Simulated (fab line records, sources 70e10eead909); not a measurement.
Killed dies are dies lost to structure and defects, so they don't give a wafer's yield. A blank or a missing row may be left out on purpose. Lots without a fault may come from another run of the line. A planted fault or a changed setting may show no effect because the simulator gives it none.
fab line records | flow nand_harc
record lots=15 wafers=45 last_day=25
route steps=1159 shown A_CONTACT@945 A_BLC@971
lots that met no fault: from a run of the same line without faults
start_h: hours from the record's first day to the start of the lot's first wafer shown | wait_h: hours since the lot's step before | " the same as in the row above | L1.1+2: a row that stands for several wafers | - no value, or no start given | * or withheld: withheld | < > ~ a bound
route shown NAME@n: a module of which the file shows steps, and the number in the route of the first | usual: mean/standard deviation of fault-free wafers | same: alike in all rows | chamber/n: place in a boat | sites: the reading at each site | _std_site: their standard deviation | _edge_site: outer sites' mean less inner sites' | radius_mm: how far each site lies from the wafer's centre | mask NAME#n: copy n | behind: the tool/chamber that last shaped the wafer | hold: why the lot was held/for how many hours/how that ended | device: the transistor (n, p or np) that didn't switch | end of line: the same wafers' tests at the end of the route | a step without rows: its recipe alone | killed: dies lost to structure and defects at the first sort, not the wafer's yield | map: a wafer's dies, x killed, . not, _ none there
set.NAME: the setting as run; set.NAME@STEP: as run at that earlier step | model.NAME: the simulator's own value behind a step, which no gauge read
steps of the route over a sample of lots; a table a step, a row a wafer
services: from which hour (start_h, from the record's first day; less than 0 if before it) a tool's chamber was out of use, for how many hours, and why
## steps
# step NHARC_A_CONTACT_ETCH_136
# recipe source_w=withheld pressure_mtorr=20 bias_v=3000 time_s=132 target_depth_a=12870 ar_flow_sccm=withheld c4f8_flow_sccm=withheld o2_flow_sccm=withheld chemistry=C4F8/O2/Ar
# same time_s=132
# columns lot.wafer tool chamber start_h wait_h rf_hours_counter_h
L718.2 har_cap_etch-02 0 376.63 0.1 10
L718.4 " 0 " " -
L718.3 " 1 " " -
L721.1 har_cap_etch-02 0 398.08 0.1 16
L721.3 " 1 " " -
L721.5 " 1 " " -
L720.1 har_cap_etch-01 0 401.89 0.1 62
L720.3 " 1 " " -
L720.6 " 1 " " -
L723.1 har_cap_etch-02 1 403.25 0.1 16
L723.4 " 0 " " -
L723.5 " 1 " " -
L726.1 har_cap_etch-01 0 436.64 0.1 67
L726.2 " 1 " " 67
L726.6 " 1 " " -
L727.4 har_cap_etch-01 1 446.01 0.1 -
L727.3 " 0 " " -
L727.5 " 1 " " -
L733.4 har_cap_etch-01 1 474.07 0.1 -
L733.3 " 0 " " -
L733.5 " 0 " " -
L732.2 har_cap_etch-02 0 474.96 0.1 27
L732.5 " 1 " " -
L732.6 " 0 " " -
L735.2 har_cap_etch-01 1 501.10 0.1 75
L735.4 " 1 " " -
L735.3 " 0 " " -
L736.2 har_cap_etch-02 1 507.72 0.1 31
L736.1 " 0 " " 31
L736.5 " 1 " " -
L738.1 har_cap_etch-02 0 516.47 0.1 33
L738.3 " 1 " " -
L738.5 " 0 " " -
L739.2 har_cap_etch-02 1 519.64 0.1 34
L739.4 " 0 " " -
L739.6 " 1 " " -
L740.1 har_cap_etch-03 0 520.77 0.1 110
L740.3 " 1 " " -
L740.5 " 0 " " -
L737.2 har_cap_etch-02 0 527.81 0.1 36
L737.4 " 0 " " -
L737.5 " 1 " " -
L741.2 har_cap_etch-03 1 528.13 0.1 112
L741.3 " 1 " " -
L741.4 " 0 " " -
# step NHARC_A_CONTACT_CD_MEAS_15
# usual cd_nm=90.1/0.75
# columns lot.wafer tool chamber start_h wait_h cd_nm
L718.2 cd_sem-01 - 377.61 - 89.7
L718.3 " - " " 89.6
L718.4 " - " " 90.3
L721.1 cd_sem-01 - 399.04 - 90.9
L721.3 " - " " 91.6
L721.5 " - " " 91.0
L720.1 cd_sem-01 - 402.90 - 88.6
L720.3 " - " " 89.6
L720.6 " - " " 90.5
L723.1 cd_sem-01 - 404.21 - 90.8
L723.4 " - " " 90.4
L723.5 " - " " 90.6
L726.1 cd_sem-01 - 437.83 - 90.8
L726.2 " - " " 90.4
L726.6 " - " " 90.7
L727.3 cd_sem-02 - 446.97 - 90.1
L727.4 " - " " 88.7
L727.5 " - " " 90.1
L733.3 cd_sem-02 - 475.06 - 89.9
L733.4 " - " " 90.8
L733.5 " - " " 90.4
L732.2 cd_sem-03 - 475.93 - 90.4
L732.5 " - " " 90.0
L732.6 " - " " 90.1
L735.2 cd_sem-03 - 502.16 - 89.8
L735.3 " - " " 89.6
L735.4 " - " " 89.1
L736.1 cd_sem-02 - 508.71 - 91.1
L736.2 " - " " 90.5
L736.5 " - " " 91.0
L738.1 cd_sem-02 - 517.44 - 88.3
L738.3 " - " " 88.5
L738.5 " - " " 88.8
L739.2 cd_sem-02 - 520.64 - 89.2
L739.4 " - " " 89.4
L739.6 " - " " 89.5
L740.1 cd_sem-02 - 522.21 - 90.2
L740.3 " - " " 89.7
L740.5 " - " " 90.8
L737.2 cd_sem-01 - 528.88 - 88.4
L737.4 " - " " 89.6
L737.5 " - " " 89.4
L741.2 cd_sem-02 - 529.13 - 90.5
L741.3 " - " " 88.4
L741.4 " - " " 89.1
# step NHARC_A_BLC_EXPOSE_07
# recipe na=1.35 target_cd_nm=100 dose_mj=67.97 mask_id=A_BLC
# usual exposure_dose_mJ_cm2=67.94/0.073 focus_offset_nm=-0.1/0.55 reticle_temp_C=23.01/0.12
# columns lot.wafer tool chamber start_h wait_h mask exposure_dose_mJ_cm2 focus_offset_nm reticle_temp_C
L718.2 arfi_scanner-03 0 392.21 - A_BLC#0 67.83 -0.3 23.03
L718.3 " 0 " " A_BLC#0 67.88 -0.4 23.11
L718.4 " 0 " " A_BLC#0 67.85 0.4 22.88
L721.1 arfi_scanner-03 0 402.36 - A_BLC#0 67.84 -0.8 22.85
L721.3 " 0 " " A_BLC#0 67.93 0.6 22.99
L721.5 " 0 " " A_BLC#0 67.90 -0.6 23.02
L720.1 arfi_scanner-02 0 405.77 - A_BLC#0 67.92 1.3 22.92
L720.3 " 0 " " A_BLC#0 67.99 -0.6 23.03
L720.6 " 0 " " A_BLC#0 67.89 0.4 23.09
L723.1 arfi_scanner-03 0 407.36 - A_BLC#0 68.01 -0.6 23.17
L723.4 " 0 " " A_BLC#0 67.90 -0.4 23.04
L723.5 " 0 " " A_BLC#0 67.86 -0.5 23.15
L726.1 arfi_scanner-01 0 440.64 - A_BLC#0 68.06 -0.3 22.90
L726.2 " 0 " " A_BLC#0 67.97 0.0 22.89
L726.6 " 0 " " A_BLC#0 68.03 0.5 22.95
L727.3 arfi_scanner-01 0 452.38 - A_BLC#0 67.94 0.0 23.18
L727.4 " 0 " " A_BLC#0 67.93 -0.5 23.33
L727.5 " 0 " " A_BLC#0 67.99 -1.2 23.14
L733.3 arfi_scanner-03 - 483.00 - A_BLC#0 - - -
L733.4 " - " " A_BLC#0 - - -
L733.5 " - " " A_BLC#0 - - -
L732.2 arfi_scanner-01 - 483.77 - A_BLC#0 - - -
L732.5 " - " " A_BLC#0 - - -
L732.6 " - " " A_BLC#0 - - -
L735.2 arfi_scanner-02 - 507.48 - A_BLC#0 - - -
L735.3 " - " " A_BLC#0 - - -
L735.4 " - " " A_BLC#0 - - -
L736.1 arfi_scanner-02 0 516.08 - A_BLC#0 67.95 -0.2 22.86
L736.2 " 0 " " A_BLC#0 67.89 0.8 22.92
L736.5 " 0 " " A_BLC#0 67.84 0.4 23.02
L738.1 arfi_scanner-01 0 521.77 - A_BLC#0 68.01 0.3 23.07
L738.3 " 0 " " A_BLC#0 68.05 -0.1 23.09
L738.5 " 0 " " A_BLC#0 68.08 0.1 23.22
L739.2 arfi_scanner-01 0 523.60 - A_BLC#0 68.03 0.0 22.79
L739.4 " 0 " " A_BLC#0 68.00 0.2 22.81
L739.6 " 0 " " A_BLC#0 68.06 0.3 22.89
L740.1 arfi_scanner-01 0 525.22 - A_BLC#0 67.97 -0.6 23.19
L740.3 " 0 " " A_BLC#0 68.14 -0.8 23.04
L740.5 " 0 " " A_BLC#0 68.03 -0.6 23.03
L737.2 arfi_scanner-02 0 531.88 - A_BLC#0 67.85 -0.8 22.97
L737.4 " 0 " " A_BLC#0 67.88 -0.1 23.11
L737.5 " 0 " " A_BLC#0 67.85 -0.9 23.10
L741.2 arfi_scanner-01 0 532.62 - A_BLC#0 67.89 -0.2 23.06
L741.3 " 0 " " A_BLC#0 67.86 0.8 23.01
L741.4 " 0 " " A_BLC#0 67.93 0.5 22.96
# step NHARC_A_BLC_STRIP_29
# recipe cf4_flow_sccm=150 ar_flow_sccm=0 bias_w=0 chemistry=CF4
# usual drypump_motor_current_A=5.7/0.5 oes_product_au=1.006/0.013 rf_vpp_V=59.0/0.85 showerhead_plenum_p_Torr=1.71/0.059 throttle_valve_pct=13.284/0.0085
# columns lot.wafer tool chamber start_h wait_h drypump_motor_current_A oes_product_au rf_hours_counter_h rf_vpp_V showerhead_plenum_p_Torr throttle_valve_pct
L718.2 rie_diel-01 1 393.58 0.1 5.2 1.017 26 60.0 1.79 13.280
L718.4 " 2 " " 5.7 1.017 24 59.0 1.70 13.268
L718.3 " 3 " " 4.9 0.996 28 59.6 1.70 13.299
L721.1 rie_diel-01 0 403.76 0.1 6.6 0.995 30 58.7 1.65 13.277
L721.3 " 1 " " 5.2 1.014 29 59.3 1.79 13.278
L721.5 " 0 " " 6.6 0.997 - 57.4 1.65 13.284
L720.1 rie_diel-09 3 407.16 0.1 6.5 0.992 15 59.3 1.67 13.292
L720.3 " 0 " " 5.7 1.003 15 57.8 1.71 13.306
L720.6 " 1 " " 5.0 1.006 - 58.7 1.73 13.291
L723.1 rie_diel-09 1 408.74 0.1 5.1 0.989 14 58.8 1.73 13.285
L723.4 " 2 " " 5.0 0.997 13 58.5 1.68 13.291
L723.5 " 2 " " 5.0 1.005 - 57.5 1.68 13.270
L726.2 rie_diel-09 3 442.01 0.1 6.5 1.010 0 58.5 1.67 13.287
L726.1 " 0 " " 5.7 1.022 0 58.5 1.71 13.284
L726.6 " 0 " " 5.7 1.024 - 59.7 1.71 13.302
L727.4 rie_diel-03 1 453.74 0.1 5.7 1.012 8 60.2 1.65 13.279
L727.3 " 0 " " 6.0 1.044 7 58.5 1.78 13.272
L727.5 " 2 " " 5.6 0.988 - 59.7 1.77 13.290
L733.4 rie_diel-09 0 484.37 0.1 5.7 1.012 4 59.5 1.71 13.286
L733.3 " 2 " " 5.1 0.996 5 58.0 1.68 13.289
L733.5 " 3 " " 6.5 0.993 - 58.6 1.67 13.301
L732.2 rie_diel-09 2 485.16 0.1 5.1 0.995 5 57.8 1.68 13.276
L732.6 " 3 " " 6.5 1.001 - 58.5 1.67 13.282
L732.5 " 0 " " 5.7 1.012 - 58.5 1.71 13.275
L735.3 rie_diel-03 1 508.87 0.1 5.7 1.016 13 57.6 1.65 13.286
L735.2 " 3 " " 6.0 1.003 13 58.9 1.65 13.274
L735.4 " 0 " " 5.9 1.023 12 60.0 1.78 13.289
L736.1 rie_diel-01 3 517.46 0.1 4.9 1.009 5 59.4 1.69 13.290
L736.2 " 2 " " 5.7 1.015 4 60.8 1.68 13.276
L736.5 " 3 " " 4.9 1.022 - 57.6 1.69 13.290
L738.3 rie_diel-03 1 523.15 0.1 5.7 1.009 15 58.4 1.65 13.294
L738.1 " 2 " " 5.7 1.015 15 59.1 1.77 13.292
L738.5 " 3 " " 5.9 1.010 - 58.8 1.65 13.291
L739.4 rie_diel-03 3 525.00 0.1 6.0 0.993 15 60.8 1.65 13.272
L739.2 " 0 " " 6.0 1.024 14 59.4 1.78 13.287
L739.6 " 1 " " 5.7 1.002 - 58.6 1.65 13.271
L740.3 rie_diel-03 2 526.60 0.1 5.7 1.015 15 61.2 1.77 13.281
L740.1 " 0 " " 6.0 1.032 14 60.0 1.78 13.288
L740.5 " 3 " " 5.9 0.992 - 59.3 1.65 13.284
L737.4 rie_diel-03 1 533.28 0.1 5.6 0.998 17 59.5 1.65 13.281
L737.2 " 2 " " 5.6 1.014 16 59.3 1.77 13.269
L737.5 " 3 " " 6.0 0.994 - 58.9 1.65 13.272
L741.4 rie_diel-09 2 533.98 0.1 5.0 0.989 10 60.2 1.68 13.296
L741.3 " 0 " " 5.7 1.013 9 58.4 1.71 13.292
L741.2 " 1 " " 5.0 0.988 9 58.9 1.72 13.265
## services
# columns tool chamber start_h hours kind
rie_diel-09 0 361.31 - clean
rie_diel-09 1 361.31 - clean
rie_diel-09 2 361.31 - clean
rie_diel-09 3 361.31 - clean
arfi_scanner-01 - 368.00 4.0 pm
rie_diel-03 0 371.37 - clean
rie_diel-03 1 371.37 - clean
arfi_scanner-03 - 382.24 0.3 repair
arfi_scanner-01 0 384.44 - calibration
rie_diel-03 - 392.30 9.0 pm
rie_diel-03 2 410.34 6.7 repair
rie_diel-01 2 423.23 3.9 repair
arfi_scanner-02 - 428.00 4.0 pm
rie_diel-09 - 431.10 9.0 pm
arfi_scanner-03 - 469.67 1.4 repair
arfi_scanner-02 - 469.99 1.2 repair
arfi_scanner-03 - 484.00 4.0 pm
arfi_scanner-02 - 485.78 4.2 repair
arfi_scanner-01 - 489.89 1.2 repair
rie_diel-01 - 491.93 9.0 pm
arfi_scanner-01 - 505.31 2.6 repair
arfi_scanner-02 - 508.43 0.6 repair
rie_diel-09 1 515.54 2.6 repair
arfi_scanner-01 - 523.91 0.3 repair
## key
first_sign step=NHARC_A_BLC_EXPOSE_07 reading=tool_record direction=missing
effect none on later readings
met_at NHARC_A_BLC_EXPOSE_07
struck_lots L732,L733,L735
later_rows_left_out L732.2,L732.5,L732.6,L733.3,L733.4,L733.5,L735.2,L735.3,L735.4
sort_left_out L732.2,L732.5,L732.6,L733.3,L733.4,L733.5,L735.2,L735.3,L735.4
tester_left_out L732,L733,L735
not_acting_at NHARC_A_CONTACT_ETCH_136,NHARC_A_CONTACT_CD_MEAS_15,NHARC_A_BLC_STRIP_29
onset_between 452.38 483.00
fault kind=skipped_step_whole tool=arfi_scanner-01,arfi_scanner-02,arfi_scanner-03 chamber=- onset_h=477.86 steps=NHARC_A_BLC_EXPOSE_07 scope=struck_lots_only
# tester_left_out: of these lots the tester's yield and bins aren't shown, on N5 and GAA mostly nor the transistor test; their killed dies are dies lost to structure and defects alone, not to doping, threshold or leakage, so they don't give the yield
# sort_left_out: the simulated sort isn't trusted on such a fault, so these wafers' sort isn't shown, and their yield isn't known
# later_rows_left_out: the simulator's readings of these wafers behind a module that went badly wrong aren't trusted and aren't shown, but for the sort
